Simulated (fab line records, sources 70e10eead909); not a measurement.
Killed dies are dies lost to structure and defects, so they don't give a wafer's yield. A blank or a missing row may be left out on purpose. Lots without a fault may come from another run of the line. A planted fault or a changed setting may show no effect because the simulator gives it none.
Which tool did it? | flow nand_harc | 24 lots, 72 wafers sampled, at 5 steps of a route of 1159

WHAT THE GAUGES READ, wafer by wafer
NHARC_A_CONTACT_CD_MEAS_53.
lot  | measured     | on        | cd_nm (nm)
L074 | day 16 13:26 | cd_sem-02 | 188.1 189.0 189.9
L075 | day 16 18:41 | cd_sem-01 | 190.5 190.3 190.1
L077 | day 16 15:31 | cd_sem-03 | 190.5 190.1 190.4
L078 | day 17 04:22 | cd_sem-03 | 190.1 190.0 190.0
L076 | day 16 23:31 | cd_sem-02 | 190.0 191.2 191.2
L079 | day 17 23:50 | cd_sem-02 | 190.3 190.9 190.5
L084 | day 18 06:16 | cd_sem-02 | 190.0 189.8 189.9
L080 | day 18 11:55 | cd_sem-01 | 190.0 190.8 190.2
L082 | day 18 18:34 | cd_sem-03 | 188.7 189.2 189.0
L083 | day 18 20:17 | cd_sem-01 | 190.9 190.3 190.4
L081 | day 18 23:23 | cd_sem-02 | 190.2 189.9 190.6
L086 | day 19 08:59 | cd_sem-03 | 189.1 188.6 188.0
L085 | day 19 08:38 | cd_sem-03 | 188.5 190.2 190.0
L087 | day 19 12:49 | cd_sem-01 | 190.4 190.4 190.4
L088 | day 19 22:06 | cd_sem-03 | 189.6 190.5 190.8
L089 | day 20 09:49 | cd_sem-02 | 190.0 189.7 190.9
L091 | day 20 09:21 | cd_sem-03 | 190.9 190.8 190.3
L092 | day 20 18:01 | cd_sem-02 | 189.8 190.8 190.1
L090 | day 20 16:28 | cd_sem-03 | 189.0 189.8 189.7
L094 | day 21 00:51 | cd_sem-03 | 189.6 189.8 189.9
L093 | day 20 23:54 | cd_sem-01 | 189.4 189.3 188.3
L095 | day 22 04:32 | cd_sem-03 | 190.3 189.7 189.9
L097 | day 22 06:52 | cd_sem-03 | 189.0 188.9 189.4
L096 | day 22 11:24 | cd_sem-03 | 189.7 189.4 190.7

WHICH TOOL RAN EACH LOT (tool, then ch and the chambers of the sampled wafers, then the start)
lot  | NHARC_A_WL_FILL_ALD_00           | NHARC_A_WL_FILL_ETCHBACK_16                   | NHARC_A_WL_FILL_CVD_20                   | NHARC_A_CONTACT_ETCH_123
L074 | ald_hk-04 ch 2,3, day 14 23:37   | rie_diel-03 ch 2,3, day 16 12:30 or earlier   | cvd_w-01 ch 0,1, day 16 12:30 or earlier | har_cap_etch-02 ch 0,1, day 16 12:30
L075 | ald_hk-01 ch 0,1,3, day 15 05:31 | rie_diel-02 ch 1,2,3, day 16 17:51 or earlier | cvd_w-01 ch 0,1, day 16 17:51 or earlier | har_cap_etch-03 ch 0,1, day 16 17:51
L077 | ald_hk-01 ch 1,2, day 15 05:51   | rie_diel-05 ch 1,3, day 16 14:42 or earlier   | cvd_w-02 ch 0,1, day 16 14:42 or earlier | har_cap_etch-03 ch 0,1, day 16 14:42
L078 | ald_hk-02 ch 0,2, day 15 12:29   | rie_diel-02 ch 0,1, day 17 03:33 or earlier   | cvd_w-02 ch 0,1, day 17 03:33 or earlier | har_cap_etch-02 ch 0,1, day 17 03:33
L076 | ald_hk-02 ch 1,3, day 15 12:41   | rie_diel-03 ch 2,3, day 16 22:34 or earlier   | cvd_w-01 ch 0,1, day 16 22:34 or earlier | har_cap_etch-03 ch 1, day 16 22:34
L079 | ald_hk-02 ch 1,2,3, day 16 09:46 | rie_diel-03 ch 1,2, day 17 23:04 or earlier   | cvd_w-02 ch 0,1, day 17 23:04 or earlier | har_cap_etch-01 ch 0,1, day 17 23:04
L084 | ald_hk-01 ch 0,1, day 16 20:54   | rie_diel-02 ch 0,1, day 18 05:33 or earlier   | cvd_w-02 ch 0,1, day 18 05:33 or earlier | har_cap_etch-03 ch 0,1, day 18 05:33
L080 | ald_hk-04 ch 0,2,3, day 16 20:58 | rie_diel-02 ch 0,3, day 18 11:14 or earlier   | cvd_w-01 ch 0,1, day 18 11:14 or earlier | har_cap_etch-01 ch 0,1, day 18 11:14
L082 | ald_hk-01 ch 1,2, day 16 21:06   | rie_diel-02 ch 1,2, day 18 17:47 or earlier   | cvd_w-01 ch 0,1, day 18 17:47 or earlier | har_cap_etch-02 ch 0,1, day 18 17:47
L083 | ald_hk-04 ch 0,2,3, day 16 21:06 | rie_diel-05 ch 2,3, day 18 19:29 or earlier   | cvd_w-02 ch 0,1, day 18 19:29 or earlier | har_cap_etch-03 ch 0,1, day 18 19:29
L081 | ald_hk-01 ch 1,3, day 17 02:56   | rie_diel-02 ch 1,2,3, day 18 22:40 or earlier | cvd_w-01 ch 0,1, day 18 22:40 or earlier | har_cap_etch-01 ch 0,1, day 18 22:40
L086 | ald_hk-02 ch 0,2, day 17 20:54   | rie_diel-03 ch 1,3, day 19 08:11 or earlier   | cvd_w-02 ch 0,1, day 19 08:11 or earlier | har_cap_etch-01 ch 0,1, day 19 08:11
L085 | ald_hk-04 ch 0,1,3, day 17 20:54 | rie_diel-02 ch 0,2, day 19 07:52 or earlier   | cvd_w-01 ch 0,1, day 19 07:52 or earlier | har_cap_etch-02 ch 0,1, day 19 07:52
L087 | ald_hk-01 ch 0,1,3, day 17 20:58 | rie_diel-02 ch 1,2, day 19 12:07 or earlier   | cvd_w-02 ch 0,1, day 19 12:07 or earlier | har_cap_etch-01 ch 0,1, day 19 12:07
L088 | ald_hk-01 ch 2,3, day 18 10:22   | rie_diel-03 ch 0,1, day 19 21:17 or earlier   | cvd_w-02 ch 0,1, day 19 21:17 or earlier | har_cap_etch-03 ch 0,1, day 19 21:17
L089 | ald_hk-02 ch 0,1,2, day 18 22:16 | rie_diel-05 ch 0,1,3, day 20 09:02 or earlier | cvd_w-01 ch 0,1, day 20 09:02 or earlier | har_cap_etch-03 ch 0,1, day 20 09:02
L091 | ald_hk-02 ch 0,3, day 18 22:26   | rie_diel-03 ch 2,3, day 20 08:41 or earlier   | cvd_w-02 ch 0,1, day 20 08:41 or earlier | har_cap_etch-02 ch 0,1, day 20 08:41
L092 | ald_hk-02 ch 0,1,2, day 19 05:07 | rie_diel-02 ch 0,2,3, day 20 16:32 or earlier | cvd_w-01 ch 0,1, day 20 16:32 or earlier | har_cap_etch-03 ch 0,1, day 20 16:32
L090 | ald_hk-04 ch 0,1,3, day 19 05:09 | rie_diel-02 ch 0,1,2, day 20 15:47 or earlier | cvd_w-02 ch 0,1, day 20 15:47 or earlier | har_cap_etch-02 ch 0,1, day 20 15:47
L094 | ald_hk-01 ch 0,2,3, day 19 11:00 | rie_diel-02 ch 0,3, day 21 00:03 or earlier   | cvd_w-02 ch 0,1, day 21 00:03 or earlier | har_cap_etch-01 ch 0,1, day 21 00:03
L093 | ald_hk-01 ch 0,1,3, day 19 11:05 | rie_diel-03 ch 0,2,3, day 20 23:02 or earlier | cvd_w-01 ch 0,1, day 20 23:02 or earlier | har_cap_etch-03 ch 0,1, day 20 23:02
L095 | ald_hk-01 ch 0,2,3, day 20 04:21 | rie_diel-03 ch 0,3, day 21 05:30              | cvd_w-01 ch 1, day 22 03:37 or earlier   | har_cap_etch-03 ch 0,1, day 22 03:37
L097 | ald_hk-04 ch 1,3, day 20 15:35   | rie_diel-02 ch 1,2, day 22 06:02 or earlier   | cvd_w-02 ch 0,1, day 22 06:02 or earlier | har_cap_etch-02 ch 0,1, day 22 06:02
L096 | ald_hk-04 ch 0,1,3, day 20 22:20 | rie_diel-02 ch 0,2,3, day 22 10:07 or earlier | cvd_w-01 ch 0,1, day 22 10:07 or earlier | har_cap_etch-01 ch 0,1, day 22 10:07
- NHARC_A_WL_FILL_ALD_00: deposits Al2O3, target thk 3 nm, pulse time 3 s, ald cycles 30.
- NHARC_A_WL_FILL_ETCHBACK_16: etches the open film in C4F8/O2/Ar, target depth 88 nm, time 17.6 s.
- NHARC_A_WL_FILL_CVD_20: deposits W, target thk 75 nm, time 5064 s.
- NHARC_A_CONTACT_ETCH_123: etches the open film in C4F8/O2/Ar, time 253 s, target depth 1090 nm.

WHAT THE TOOLS THEMSELVES READ (means of the sampled wafers that have a number; where no wafer has one, the mark that the record gives instead)
NHARC_A_WL_FILL_ALD_00.
lot  | tool      | heater_power_w (W) | precursor_pulse_height_rel
L074 | ald_hk-04 | 503                | 1.007
L075 | ald_hk-01 | 521                | 1.005
L077 | ald_hk-01 | 548                | 0.987
L078 | ald_hk-02 | 541                | 1.014
L076 | ald_hk-02 | 441                | 0.982
L079 | ald_hk-02 | 458                | 0.990
L084 | ald_hk-01 | 541                | 0.990
L080 | ald_hk-04 | 476                | 0.999
L082 | ald_hk-01 | 561                | 0.984
L083 | ald_hk-04 | 469                | 0.985
L081 | ald_hk-01 | 560                | 1.022
L086 | ald_hk-02 | 544                | 0.985
L085 | ald_hk-04 | 511                | 0.989
L087 | ald_hk-01 | 518                | 1.004
L088 | ald_hk-01 | 530                | 1.000
L089 | ald_hk-02 | 515                | 1.029
L091 | ald_hk-02 | 556                | 1.007
L092 | ald_hk-02 | 517                | 0.995
L090 | ald_hk-04 | 524                | 1.009
L094 | ald_hk-01 | 497                | 1.007
L093 | ald_hk-01 | 512                | 1.016
L095 | ald_hk-01 | 501                | 0.996
L097 | ald_hk-04 | 564                | 1.006
L096 | ald_hk-04 | 515                | 0.998

NHARC_A_WL_FILL_ETCHBACK_16.
lot  | tool        | bias_w (W) | oes_product_au (a.u.) | rf_vpp_V (V)
L074 | rie_diel-03 | 801.8      | 0.91                  | 728
L075 | rie_diel-02 | 799.6      | 0.99                  | 717
L077 | rie_diel-05 | 799.2      | 1.02                  | 722
L078 | rie_diel-02 | 800.0      | 0.98                  | 717
L076 | rie_diel-03 | 797.9      | 0.92                  | 728
L079 | rie_diel-03 | 798.3      | 0.92                  | 727
L084 | rie_diel-02 | 797.1      | 0.97                  | 717
L080 | rie_diel-02 | 800.4      | 0.98                  | 716
L082 | rie_diel-02 | 799.1      | 0.98                  | 718
L083 | rie_diel-05 | 798.9      | 0.98                  | 719
L081 | rie_diel-02 | 800.1      | 0.99                  | 718
L086 | rie_diel-03 | 799.3      | 0.99                  | 727
L085 | rie_diel-02 | 799.6      | 1.00                  | 717
L087 | rie_diel-02 | 799.9      | 0.99                  | 718
L088 | rie_diel-03 | 797.9      | 1.00                  | 722
L089 | rie_diel-05 | 800.0      | 1.01                  | 725
L091 | rie_diel-03 | 798.4      | 0.99                  | 728
L092 | rie_diel-02 | 801.7      | 0.98                  | 717
L090 | rie_diel-02 | 799.6      | 0.98                  | 717
L094 | rie_diel-02 | 799.4      | 0.90                  | 717
L093 | rie_diel-03 | 800.9      | 0.99                  | 725
L095 | rie_diel-03 | 800.5      | 1.00                  | 723
L097 | rie_diel-02 | 800.0      | 0.92                  | 718
L096 | rie_diel-02 | 801.2      | 0.95                  | 718

NHARC_A_WL_FILL_CVD_20.
lot  | tool     | heater_power_w (W) | throttle_valve_pct (%)
L074 | cvd_w-01 | 446                | 7.6
L075 | cvd_w-01 | 447                | 7.6
L077 | cvd_w-02 | 452                | 7.9
L078 | cvd_w-02 | 471                | 8.1
L076 | cvd_w-01 | 445                | 7.6
L079 | cvd_w-02 | 468                | 7.9
L084 | cvd_w-02 | 458                | 7.3
L080 | cvd_w-01 | 441                | 7.7
L082 | cvd_w-01 | 446                | 7.7
L083 | cvd_w-02 | 459                | 7.4
L081 | cvd_w-01 | 446                | 7.6
L086 | cvd_w-02 | 454                | 7.5
L085 | cvd_w-01 | 441                | 7.7
L087 | cvd_w-02 | 463                | 8.0
L088 | cvd_w-02 | 443                | 7.5
L089 | cvd_w-01 | 444                | 7.7
L091 | cvd_w-02 | 472                | 7.9
L092 | cvd_w-01 | 451                | 7.7
L090 | cvd_w-02 | 464                | 7.5
L094 | cvd_w-02 | 471                | 8.1
L093 | cvd_w-01 | 444                | 7.8
L095 | cvd_w-01 | 454                | 7.7
L097 | cvd_w-02 | 473                | 8.0
L096 | cvd_w-01 | 442                | 7.9

THE ANSWER, worked out from the rows above alone
Rule: what is usual is taken from the lots themselves. Put in order of their means at a reading, lots are off if they are a third of the lots or fewer, leave a main group of 4 or more, and stand apart from it by a gap of 3 or more times the standard deviation of the main group's means; of several such gaps the widest counts. A main group whose means are all the same, to the digits that the tables above print for the reading, isn't used. A lot without any number at a reading at which 4 lots or more have one is off too. The other lots that the step has rows for count as sound. The gauges are gone through in route order, then the tools' own readings, and for those a lot's mean is taken as printed above. The first step at which some lot is off is used, and at that step the reading that is off furthest; a lot without a number counts as furthest.
No lot is off at any reading shown: from this, nothing can be told.

WHAT THE SIMULATOR HAD PUT IN
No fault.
